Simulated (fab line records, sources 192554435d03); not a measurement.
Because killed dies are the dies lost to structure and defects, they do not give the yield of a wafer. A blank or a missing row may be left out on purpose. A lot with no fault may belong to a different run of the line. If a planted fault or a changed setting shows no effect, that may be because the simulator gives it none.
fab line records ; flow n5Finfet ; part 1 of 2: steps 1 to 20 of 31
record: lots: 5; wafers: 15; lastDay: 15
route steps=1938 shown BEOL_M14@1750 BEOL_M15@1773
lots that met no fault: taken from a fault-free run of the same line
startH: the number of hours between the record's first day and the start of the first shown wafer of the lot ; waitH: hours elapsed since this lot's preceding step ; " unchanged from the row above ; L1.1+2: one row covering several wafers at once ; - no value, or no start was given ; * or withheld: withheld ; < > ~ a bound
route shown NAME@n: names a module that has steps shown in the file, with the first one's number in the route ; usual: average and standard deviation across the fault-free wafers ; same: alike in all rows ; chamber/n: place in a boat ; sites: each site's reading ; _std_site: standard deviation across them ; _edge_site: mean of outer sites minus mean of inner sites ; radiusMm: how far each site lies from the wafer's centre ; mask NAME#n: copy n ; behind: tool/chamber where the wafer was last shaped ; hold: why the lot went on hold/how many hours it stayed there/how the hold came to an end ; device: which transistor (n, p or np) failed to switch ; end of line: tests run on the same wafers once the route is complete ; a step without rows: its recipe alone ; killed: not the wafer's yield, but the dies lost to structure and defects at the first sort ; map: the dies of a wafer, with x for killed, . for not killed, _ for no die there
set.NAME: setting as actually run; set.NAME@STEP: the setting as run at that earlier step ; model.NAME: the simulator's own value behind a step, which no gauge read
lots at some steps of the route; a table a step, a row a wafer
services: a tool's chamber out of use, with start hour (startH, from the record's first day; less than 0 if before it), hours out, and reason
== steps ==
step: N5_BEOL_M14_ETCH_67
recipe: chemistry: CF4; target: SiARC; targetDepthA: 1430; timeS: 238.3; ionEnergyEv: 80; pressureMtorr: 40; sourceW: 545; biasW: 36; Ar_flow_sccm: 100; cf4FlowSccm: 100; ends: cleared
usual: drypumpMotorCurrentA: 6.0/0.4; etchRfOnTimeS: 241/10; oesProductAu: 0.67/0.079; rfVppV: 184.0/1.2; showerheadPlenumPTorr: 2.14/0.06; throttleValvePct: 15.69/0.17
lot.wafer;tool;chamber;startH;waitH;drypumpMotorCurrentA;etchRfOnTimeS;oesProductAu;rfHoursCounterH;rfVppV;showerheadPlenumPTorr;throttleValvePct
L074.1;rieDiel-01;1;259.23;0.0;5.9;246;0.58;198;183.4;2.04;15.69
L074.3;rieDiel-01;2;259.23;0.0;6.3;237;0.74;58;184.7;2.17;15.69
L074.6;rieDiel-01;1;259.23;0.0;5.9;246;0.59;-;183.7;2.04;15.68
L075.2;rieDiel-06;1;262.71;0.0;6.5;232;0.80;8;186.0;2.19;15.46
L075.4;rieDiel-06;3;262.71;0.0;5.3;253;0.67;67;183.6;2.18;15.63
L075.6;rieDiel-06;2;262.71;0.0;5.4;250;0.60;-;183.2;2.11;15.63
L079.1;rieDiel-06;1;291.29;0.0;6.5;235;0.78;17;183.8;2.18;15.50
L079.2;rieDiel-06;2;291.29;0.0;5.4;250;0.59;233;183.7;2.11;15.65
L079.5;rieDiel-06;3;291.29;0.0;5.2;256;0.66;-;185.6;2.18;15.64
L088.1;rieDiel-06;2;329.88;0.0;5.4;244;0.60;247;184.5;2.10;15.68
L088.4;rieDiel-06;1;329.88;0.0;6.5;232;0.76;30;183.8;2.18;15.52
L088.5;rieDiel-06;1;329.88;0.0;6.5;232;0.76;-;182.0;2.18;15.51
L087.2;rieDiel-03;1;346.98;0.0;5.5;237;0.66;129;183.8;2.16;15.92
L087.4;rieDiel-03;3;346.98;0.0;6.3;237;0.66;134;183.7;2.07;15.37
L087.6;rieDiel-03;0;346.98;0.0;6.1;231;0.58;-;183.5;2.12;16.05
step: N5_BEOL_M14_ETCH_68
recipe: chemistry: N2/H2; target: SOC; maskMaterial: SiARC; sourceW: 3000; biasW: 350; tempC: 40; timeS: 450; ionEnergyEv: 200; pressureMtorr: 30; n2FlowSccm: 200; h2FlowSccm: 200
usual: drypumpMotorCurrentA: 6.0/0.4; oesProductAu: 0.79/0.087; rfVppV: 523.9/2.2; showerheadPlenumPTorr: 2.54/0.076; throttleValvePct: 17.78/0.15
same: timeS: 450
lot.wafer;tool;chamber;startH;waitH;drypumpMotorCurrentA;oesProductAu;rfHoursCounterH;rfVppV;showerheadPlenumPTorr;throttleValvePct
L074.1;rieDiel-01;1;259.38;0.1;6.0;0.70;198;519.2;2.39;17.60
L074.3;rieDiel-01;2;259.38;0.1;6.2;0.86;58;525.7;2.58;17.82
L074.6;rieDiel-01;1;259.38;0.1;6.0;0.70;-;521.0;2.39;17.61
L075.2;rieDiel-06;1;262.86;0.1;6.5;0.96;8;524.9;2.61;17.76
L075.4;rieDiel-06;3;262.86;0.1;5.3;0.82;67;524.8;2.57;17.70
L075.6;rieDiel-06;2;262.86;0.1;5.4;0.71;-;522.7;2.52;17.78
L079.1;rieDiel-06;1;291.44;0.1;6.5;0.93;17;525.7;2.60;17.76
L079.2;rieDiel-06;2;291.44;0.1;5.4;0.70;233;524.7;2.52;17.79
L079.5;rieDiel-06;3;291.44;0.1;5.3;0.80;-;526.9;2.57;17.71
L088.1;rieDiel-06;2;330.03;0.1;5.4;0.69;247;522.2;2.51;17.83
L088.4;rieDiel-06;1;330.03;0.1;6.5;0.90;30;524.3;2.60;17.79
L088.5;rieDiel-06;1;330.03;0.1;6.5;0.90;-;525.1;2.60;17.78
L087.2;rieDiel-03;1;347.13;0.1;5.5;0.76;129;524.4;2.56;18.00
L087.4;rieDiel-03;3;347.13;0.1;6.3;0.79;134;522.4;2.44;17.43
L087.6;rieDiel-03;0;347.13;0.1;6.1;0.66;-;521.6;2.48;17.95
step: N5_BEOL_M14_STRIP_69
recipe: chemistry: N2/H2; tempC: 40; n2FlowSccm: 200; h2FlowSccm: 200; rfFrequencyHz: 6e+07
lot.wafer;tool;chamber;startH;waitH
L074.1+3+6;rieDiel-01;1,2,1;259.64;0.1
L075.2+4+6;rieDiel-06;1,3,2;263.13;0.1
L079.1+2+5;rieDiel-06;1,2,3;291.70;0.1
L088.1+4+5;rieDiel-06;2,1,1;330.29;0.1
L087.2+4+6;rieDiel-03;1,3,0;347.39;0.1
step: N5_BEOL_M14_TRENCH_ETCH_34
recipe: chemistry: C4F8/O2/Ar; target: SiO2; targetDepthA: 5566.5; maskMaterial: SOC; heInnerTorr: 15; heOuterTorr: 30; timeS: 126.9; ionEnergyEv: 800; pressureMtorr: 20; sourceW: 1905; biasW: 2040; Ar_flow_sccm: 400; C4F8_flow_sccm: 16; O2_flow_sccm: 12
usual: drypumpMotorCurrentA: 6.0/0.4; heOuterTorr: 30.01/0.058; oesProductAu: 0.78/0.092; rfVppV: 2211/49; showerheadPlenumPTorr: 3.44/0.089; throttleValvePct: 31.00/0.24
same: timeS: 126.9
lot.wafer;tool;chamber;startH;waitH;drypumpMotorCurrentA;heOuterTorr;oesProductAu;rfHoursCounterH;rfVppV;showerheadPlenumPTorr;throttleValvePct
L074.1;rieDiel-01;1;259.65;0.0;6.0;29.98;0.70;198;2222;3.30;30.91
L074.3;rieDiel-01;2;259.65;0.0;6.2;29.94;0.86;58;2219;3.49;31.13
L074.6;rieDiel-01;1;259.65;0.0;5.9;29.98;0.69;-;2223;3.30;30.92
L075.2;rieDiel-06;1;263.14;0.0;6.5;29.94;0.93;8;2261;3.52;30.99
L075.4;rieDiel-06;3;263.14;0.0;5.3;30.10;0.78;67;2227;3.52;31.18
L075.6;rieDiel-06;2;263.14;0.0;5.4;30.02;0.70;-;2159;3.39;30.55
L079.1;rieDiel-06;1;291.71;0.0;6.5;29.96;0.91;17;2262;3.52;31.01
L079.2;rieDiel-06;2;291.71;0.0;5.4;30.05;0.70;233;2158;3.38;30.56
L079.5;rieDiel-06;3;291.71;0.0;5.3;29.98;0.77;-;2224;3.52;31.17
L088.1;rieDiel-06;2;330.30;0.0;5.4;29.97;0.69;247;2155;3.38;30.57
L088.4;rieDiel-06;1;330.30;0.0;6.5;30.02;0.89;31;2260;3.51;31.03
L088.5;rieDiel-06;1;330.30;0.0;6.5;30.05;0.89;-;2261;3.51;31.03
L087.2;rieDiel-03;1;347.40;0.0;5.5;30.09;0.77;129;2203;3.46;31.08
L087.4;rieDiel-03;3;347.40;0.0;6.3;29.96;0.77;135;2208;3.31;30.47
L087.6;rieDiel-03;0;347.40;0.0;6.1;30.00;0.69;-;2101;3.43;31.54
step: N5_BEOL_M14_STRIP_70
recipe: chemistry: C4F8/O2/Ar; resist: SiARC; rfFrequencyHz: 6e+07
lot.wafer;tool;chamber;startH;waitH
L074.1+3+6;rieDiel-01;1,2,1;259.76;0.1
L075.2+4+6;rieDiel-06;1,3,2;263.25;0.1
L079.1+2+5;rieDiel-06;1,2,3;291.83;0.1
L088.1+4+5;rieDiel-06;2,1,1;330.41;0.1
L087.2+4+6;rieDiel-03;1,3,0;347.52;0.1
step: N5_BEOL_M14_OCD_MEAS_35
usual: trenchDepthNm: 552/22
lot.wafer;tool;chamber;startH;waitH;trenchDepthNm
L074.1;ocd-02;-;259.80;0.0;555
L074.3;ocd-02;-;259.80;0.0;570
L074.6;ocd-02;-;259.80;0.0;549
L075.2;ocd-02;-;263.29;0.0;560
L075.4;ocd-02;-;263.29;0.0;521
L075.6;ocd-02;-;263.29;0.0;524
L079.1;ocd-01;-;291.87;0.0;562
L079.2;ocd-01;-;291.87;0.0;529
L079.5;ocd-01;-;291.87;0.0;527
L088.1;ocd-02;-;330.45;0.0;538
L088.4;ocd-02;-;330.45;0.0;568
L088.5;ocd-02;-;330.45;0.0;571
L087.2;ocd-02;-;347.56;0.0;558
L087.4;ocd-02;-;347.56;0.0;556
L087.6;ocd-02;-;347.56;0.0;581
step: N5_BEOL_M14_STRIP_37
recipe: chemistry: O2; powerW: 600; tempC: 60; pressureMtorr: 30; rfFrequencyHz: 6e+07; biasPowerW: 0; overashFraction: 0.3; o2FlowSccm: 225
usual: drypumpMotorCurrentA: 5.9/0.43; oesProductAu: 0.79/0.087; rfVppV: 3.7/0.95; showerheadPlenumPTorr: 2.10/0.062; throttleValvePct: 16.72/0.21
lot.wafer;tool;chamber;startH;waitH;drypumpMotorCurrentA;oesProductAu;rfHoursCounterH;rfVppV;showerheadPlenumPTorr;throttleValvePct
L074.1;rieDiel-06;0;259.91;0.1;5.7;0.77;150;2.1;2.19;16.75
L074.3;rieDiel-06;3;259.91;0.1;5.3;0.80;66;3.1;2.13;16.70
L074.6;rieDiel-06;1;259.91;0.1;6.5;0.98;-;4.8;2.12;16.38
L075.2;rieDiel-06;1;265.27;2.0;6.5;0.96;9;3.4;2.11;16.42
L075.4;rieDiel-06;3;265.27;2.0;5.3;0.79;68;3.0;2.13;16.68
L075.6;rieDiel-06;0;265.27;2.0;5.7;0.78;-;3.2;2.19;16.77
L079.1;rieDiel-01;2;294.66;2.8;6.2;0.88;74;3.6;2.13;16.83
L079.2;rieDiel-01;3;294.66;2.8;6.1;0.94;6;3.0;2.08;16.72
L079.5;rieDiel-01;2;294.66;2.8;6.2;0.86;-;3.7;2.13;16.87
L088.1;rieDiel-06;3;332.01;1.6;5.3;0.79;88;3.1;2.12;16.73
L088.4;rieDiel-06;1;332.01;1.6;6.5;0.90;31;3.4;2.11;16.44
L088.5;rieDiel-06;1;332.01;1.6;6.5;0.90;-;3.9;2.11;16.45
L087.2;rieDiel-01;1;348.58;1.0;5.9;0.68;232;3.1;1.97;16.71
L087.4;rieDiel-01;3;348.58;1.0;6.1;0.90;-;3.1;2.07;16.71
L087.6;rieDiel-01;1;348.58;1.0;5.9;0.68;-;4.9;1.97;16.71
step: N5_BEOL_M14_ETCH_38
recipe: chemistry: CF4/N2; target: SiCN; targetDepthA: 1065; taperDeg: 2; timeS: 120.6; ionEnergyEv: 150; maskMaterial: SiO2; pressureMtorr: 40; sourceW: 430; biasW: 70; Ar_flow_sccm: 100; cf4FlowSccm: 60; n2FlowSccm: 60
usual: drypumpMotorCurrentA: 5.9/0.43; oesProductAu: 0.78/0.094; rfVppV: 382.2/1.8; showerheadPlenumPTorr: 2.21/0.063; throttleValvePct: 15.51/0.16
same: timeS: 120.6
lot.wafer;tool;chamber;startH;waitH;drypumpMotorCurrentA;oesProductAu;rfHoursCounterH;rfVppV;showerheadPlenumPTorr;throttleValvePct
L074.1;rieDiel-06;0;-;-;5.8;0.77;150;384.6;2.31;15.57
L074.3;rieDiel-06;3;-;-;5.3;0.79;66;381.5;2.24;15.45
L074.6;rieDiel-06;1;-;-;6.5;0.94;-;384.4;2.26;15.30
L075.2;rieDiel-06;1;-;-;6.5;0.92;9;383.7;2.26;15.31
L075.4;rieDiel-06;3;-;-;5.3;0.78;68;383.6;2.24;15.47
L075.6;rieDiel-06;0;-;-;5.8;0.76;-;385.2;2.31;15.57
L079.1;rieDiel-01;2;-;-;6.2;0.83;74;381.9;2.24;15.56
L079.2;rieDiel-01;3;-;-;6.1;1.00;6;381.3;2.16;15.32
L079.5;rieDiel-01;2;-;-;6.2;0.83;-;382.8;2.24;15.54
L088.1;rieDiel-06;3;-;-;5.3;0.76;88;381.4;2.24;15.50
L088.4;rieDiel-06;1;-;-;6.5;0.88;31;384.7;2.25;15.35
L088.5;rieDiel-06;1;-;-;6.5;0.88;-;382.8;2.25;15.35
L087.2;rieDiel-01;1;-;-;5.9;0.66;232;380.3;2.08;15.56
L087.4;rieDiel-01;3;-;-;6.1;0.95;-;380.4;2.16;15.37
L087.6;rieDiel-01;1;-;-;5.9;0.65;-;378.5;2.08;15.57
step: N5_BEOL_M14_PRECLEAN_39
recipe: chemistry: residueRemover; timeS: 60; tempC: 40
same: timeS: 60
lot.wafer;tool;chamber;startH;waitH
L074.1+3+6;wetBench-04;3,7,0;260.11;-
L075.2+4+6;wetBench-04;2,1,5;265.46;-
L079.1+2+5;wetBench-03;3,4,2;294.86;-
L088.1+4+5;wetBench-04;7,2,0;332.21;-
L087.2+4+6;wetBench-04;5,4,6;348.78;-
step: N5_BEOL_M14_SRD_40
recipe: timeS: 30; tempC: 23; rinseLiquid: diw; dry: n2Spin; spinRpm: 1500; dryTimeS: 30
usual: spinRpm: 1499.9/0.86
same: timeS: 30
lot.wafer;tool;chamber;startH;waitH;spinRpm
L074.1;wetBench-04;3;260.13;0.0;1500.1
L074.3;wetBench-04;7;260.13;0.0;1499.6
L074.6;wetBench-04;0;260.13;0.0;1499.3
L075.2;wetBench-04;2;265.48;0.0;1499.4
L075.4;wetBench-04;1;265.48;0.0;1498.4
L075.6;wetBench-04;5;265.48;0.0;1500.1
L079.1;wetBench-03;3;294.88;0.0;1499.2
L079.2;wetBench-03;4;294.88;0.0;1499.8
L079.5;wetBench-03;2;294.88;0.0;1499.6
L088.1;wetBench-04;7;332.22;0.0;1500.7
L088.4;wetBench-04;2;332.22;0.0;1500.1
L088.5;wetBench-04;0;332.22;0.0;1500.9
L087.2;wetBench-04;5;348.80;0.0;1500.7
L087.4;wetBench-04;4;348.80;0.0;1499.6
L087.6;wetBench-04;6;348.80;0.0;1500.9
step: N5_BEOL_M14_DEGAS_41
recipe: ambient: vacuum; tempC: 300; timeS: 60
usual: heaterPowerW: 481/70
same: timeS: 60
lot.wafer;tool;chamber;startH;waitH;heaterPowerW
L074.1;pvdSputter-02;-;262.37;2.2;395
L074.3;pvdSputter-02;-;262.37;2.2;570
L074.6;pvdSputter-02;-;262.37;2.2;390
L075.2;pvdSputter-01;-;265.75;0.2;503
L075.4;pvdSputter-01;-;265.75;0.2;436
L075.6;pvdSputter-01;-;265.75;0.2;433
L079.1;pvdSputter-02;-;295.20;0.3;550
L079.2;pvdSputter-02;-;295.20;0.3;502
L079.5;pvdSputter-02;-;295.20;0.3;424
L088.1;pvdSputter-01;-;332.36;0.1;483
L088.4;pvdSputter-01;-;332.36;0.1;621
L088.5;pvdSputter-01;-;332.36;0.1;631
L087.2;pvdSputter-03;-;349.30;0.5;433
L087.4;pvdSputter-03;-;349.30;0.5;456
L087.6;pvdSputter-03;-;349.30;0.5;410
step: N5_BEOL_M14_PRE_CLEAN_42
recipe: gas: H2/He; timeS: 30; tempC: 300
usual: heaterPowerW: 481/71
same: timeS: 30
lot.wafer;tool;chamber;startH;waitH;heaterPowerW
L074.1;pvdSputter-02;-;262.41;0.0;394
L074.3;pvdSputter-02;-;262.41;0.0;576
L074.6;pvdSputter-02;-;262.41;0.0;400
L075.2;pvdSputter-01;-;265.79;0.0;509
L075.4;pvdSputter-01;-;265.79;0.0;435
L075.6;pvdSputter-01;-;265.79;0.0;437
L079.1;pvdSputter-02;-;295.24;0.0;559
L079.2;pvdSputter-02;-;295.24;0.0;504
L079.5;pvdSputter-02;-;295.24;0.0;430
L088.1;pvdSputter-01;-;332.40;0.0;480
L088.4;pvdSputter-01;-;332.40;0.0;627
L088.5;pvdSputter-01;-;332.40;0.0;632
L087.2;pvdSputter-03;-;349.34;0.0;411
L087.4;pvdSputter-03;-;349.34;0.0;456
L087.6;pvdSputter-03;-;349.34;0.0;423
step: N5_BEOL_M14_SPUTTER_43
recipe: material: TaN; targetThkA: 150; tempC: 50; biasV: 168.6; powerW: 15000; chamberPressurePa: 0.12; timeS: 24.19
usual: throttleValvePct: 30.2/0.94
same: timeS: 24.19
lot.wafer;tool;chamber;startH;waitH;throttleValvePct
L074.1;pvdSputter-02;-;262.45;0.0;30.0
L074.3;pvdSputter-02;-;262.45;0.0;30.7
L074.6;pvdSputter-02;-;262.45;0.0;29.5
L075.2;pvdSputter-01;-;265.83;0.0;30.3
L075.4;pvdSputter-01;-;265.83;0.0;28.5
L075.6;pvdSputter-01;-;265.83;0.0;28.6
L079.1;pvdSputter-02;-;295.28;0.0;30.9
L079.2;pvdSputter-02;-;295.28;0.0;29.7
L079.5;pvdSputter-02;-;295.28;0.0;29.6
L088.1;pvdSputter-01;-;332.44;0.0;29.4
L088.4;pvdSputter-01;-;332.44;0.0;30.4
L088.5;pvdSputter-01;-;332.44;0.0;30.0
L087.2;pvdSputter-03;-;349.38;0.0;31.0
L087.4;pvdSputter-03;-;349.38;0.0;31.2
L087.6;pvdSputter-03;-;349.38;0.0;31.0
step: N5_BEOL_M14_SPUTTER_44
recipe: material: Ta; targetThkA: 150; tempC: 50; biasV: 80; powerW: 15000; chamberPressurePa: 0.07; timeS: 24.19
usual: throttleValvePct: 30.2/0.95
same: timeS: 24.19
lot.wafer;tool;chamber;startH;waitH;throttleValvePct
L074.1;pvdSputter-02;-;262.53;0.0;29.8
L074.3;pvdSputter-02;-;262.53;0.0;30.6
L074.6;pvdSputter-02;-;262.53;0.0;29.9
L075.2;pvdSputter-01;-;265.91;0.0;30.6
L075.4;pvdSputter-01;-;265.91;0.0;28.2
L075.6;pvdSputter-01;-;265.91;0.0;28.6
L079.1;pvdSputter-02;-;295.36;0.0;31.1
L079.2;pvdSputter-02;-;295.36;0.0;29.7
L079.5;pvdSputter-02;-;295.36;0.0;29.6
L088.1;pvdSputter-01;-;332.52;0.0;29.5
L088.4;pvdSputter-01;-;332.52;0.0;30.1
L088.5;pvdSputter-01;-;332.52;0.0;30.2
L087.2;pvdSputter-03;-;349.46;0.0;31.0
L087.4;pvdSputter-03;-;349.46;0.0;31.5
L087.6;pvdSputter-03;-;349.46;0.0;30.9
step: N5_BEOL_M14_SPUTTER_45
recipe: material: Cu; targetThkA: 1000; tempC: -20; biasV: 60; powerW: 26000; chamberPressurePa: 0.13; timeS: 16.67
usual: throttleValvePct: 30.2/0.97
same: timeS: 16.67
lot.wafer;tool;chamber;startH;waitH;throttleValvePct
L074.1;pvdSputter-02;-;262.61;0.0;29.9
L074.3;pvdSputter-02;-;262.61;0.0;30.9
L074.6;pvdSputter-02;-;262.61;0.0;29.8
L075.2;pvdSputter-01;-;265.99;0.0;30.2
L075.4;pvdSputter-01;-;265.99;0.0;28.2
L075.6;pvdSputter-01;-;265.99;0.0;28.1
L079.1;pvdSputter-02;-;295.44;0.0;30.8
L079.2;pvdSputter-02;-;295.44;0.0;29.9
L079.5;pvdSputter-02;-;295.44;0.0;29.6
L088.1;pvdSputter-01;-;332.60;0.0;29.2
L088.4;pvdSputter-01;-;332.60;0.0;30.4
L088.5;pvdSputter-01;-;332.60;0.0;30.3
L087.2;pvdSputter-03;-;349.54;0.0;30.6
L087.4;pvdSputter-03;-;349.54;0.0;31.8
L087.6;pvdSputter-03;-;349.54;0.0;30.7
step: N5_BEOL_M14_ECD_47
recipe: material: Cu; targetThkA: 12480
lot.wafer;tool;chamber;startH;waitH
L074.1+3+6;ecdCu-02;0,0,1;262.73;0.1
L075.2+4+6;ecdCu-01;0,1,0;266.11;0.1
L079.1+2+5;ecdCu-01;1,0,0;295.56;0.1
L088.1+4+5;ecdCu-01;0,1,0;332.72;0.1
L087.2+4+6;ecdCu-01;0,1,1;349.66;0.1
step: N5_BEOL_M14_ANNEAL_48
recipe: tempC: 225; timeS: 90; ambient: N2
usual: wafer_temp_C_max: 226.2/0.4
same: timeS: 90
lot.wafer;tool;chamber;startH;waitH;wafer_temp_C_max
L074.1;rtpAnneal-01;0;262.92;0.1;225.8
L074.3;rtpAnneal-01;0;262.92;0.1;225.6
L074.6;rtpAnneal-01;0;262.92;0.1;225.7
L075.2;rtpAnneal-01;0;266.34;0.2;226.1
L075.4;rtpAnneal-01;0;266.34;0.2;225.5
L075.6;rtpAnneal-01;0;266.34;0.2;225.9
L079.1;rtpAnneal-01;0;295.75;0.1;226.1
L079.2;rtpAnneal-01;0;295.75;0.1;226.0
L079.5;rtpAnneal-01;0;295.75;0.1;225.7
L088.1;rtpAnneal-02;0;332.91;0.1;226.7
L088.4;rtpAnneal-02;0;332.91;0.1;226.1
L088.5;rtpAnneal-02;0;332.91;0.1;226.3
L087.2;rtpAnneal-02;0;349.89;0.2;226.3
L087.4;rtpAnneal-02;0;349.89;0.2;226.2
L087.6;rtpAnneal-02;0;349.89;0.2;226.9
step: N5_BEOL_M14_CMP_49
recipe: stopOn: SiO2; tOverpolishS: 5.2; downForcePsi: 2; platenRpm: 80; clearingPlatenDownForcePsi: 2; clearingPlatenRpm: 80; postCmpClean: cuAlkaline; targetThkNm: 560; clearingPlatenPadVelocityMS: 1.5917; padVelocityMS: 1.5917
usual: barrierFieldEndpointS: 11.5/0.32; motorCurrentA: 8.3/0.79; overpolishRunS: 5.200/0.0085; slurryFilterDpKPa: 13.51/0.14; timeToEndpointS: 123/4.7
lot.wafer;tool;chamber;startH;waitH;barrierFieldEndpointS;motorCurrentA;overpolishRunS;slurryFilterDpKPa;timeToEndpointS
L074.3;cmp-01;1;263.23;0.2;11.5;8.7;5.206;13.51;127
L074.1;cmp-01;3;263.23;0.2;11.5;8.1;5.206;13.37;122
L074.6;cmp-01;1;263.23;0.2;11.7;8.3;5.192;13.49;123
L075.2;cmp-03;1;266.63;0.2;11.5;9.8;5.187;13.39;122
L075.4;cmp-03;2;266.63;0.2;11.3;8.5;5.196;13.45;120
L075.6;cmp-03;1;266.63;0.2;11.4;9.6;5.198;13.76;120
L079.1;cmp-02;2;296.12;0.3;11.3;9.2;5.204;13.57;124
L079.2;cmp-02;3;296.12;0.3;11.5;6.9;5.193;13.37;124
L079.5;cmp-02;1;296.12;0.3;11.2;8.8;5.224;13.62;125
L088.4;cmp-03;3;333.24;0.2;11.1;7.7;5.202;13.42;115
L088.1;cmp-03;1;333.24;0.2;11.1;9.4;5.193;13.67;119
L088.5;cmp-03;3;333.24;0.2;11.3;7.4;5.195;13.45;116
L087.4;cmp-02;2;350.18;0.2;11.5;8.8;5.206;13.77;121
L087.2;cmp-02;0;350.18;0.2;10.9;8.0;5.205;13.58;113
L087.6;cmp-02;1;350.18;0.2;11.5;9.5;5.194;13.60;126
step: N5_BEOL_M14_THK_MEAS_50
recipe: thkMeasGauge: xrf; reads: Cu_of_BEOL_M14_ECD_47
usual: M14_THK: 562/23
lot.wafer;tool;chamber;startH;waitH;M14_THK[nm]
L074.1;filmMetro-01;-;263.52;-;562
L074.3;filmMetro-01;-;263.52;-;582
L074.6;filmMetro-01;-;263.52;-;555
L075.2;filmMetro-01;-;266.89;-;571
L075.4;filmMetro-01;-;266.89;-;527
L075.6;filmMetro-01;-;266.89;-;533
L079.1;filmMetro-01;-;296.34;-;573
L079.2;filmMetro-01;-;296.34;-;539
L079.5;filmMetro-01;-;296.34;-;537
L088.1;filmMetro-01;-;333.50;-;548
L088.4;filmMetro-01;-;333.50;-;575
L088.5;filmMetro-01;-;333.50;-;577
L087.2;filmMetro-01;-;350.44;-;568
L087.4;filmMetro-01;-;350.44;-;568
L087.6;filmMetro-01;-;350.44;-;597
step: N5_BEOL_M14_PRE_CLEAN_52
recipe: gas: NH3; timeS: 15; tempC: withheld; rfPowerW: 300
same: timeS: 15
lot.wafer;tool;chamber;startH;waitH
L074.1+3+6;pecvd-03;2,0,0;263.56;0.0
L075.2+4+6;pecvd-04;1,2,0;266.93;0.0
L079.1+2+5;pecvd-03;0,2,1;296.37;0.0
L088.1+4+5;pecvd-03;1,0,1;333.53;0.0
L087.2+4+6;pecvd-04;2,0,1;350.48;0.0
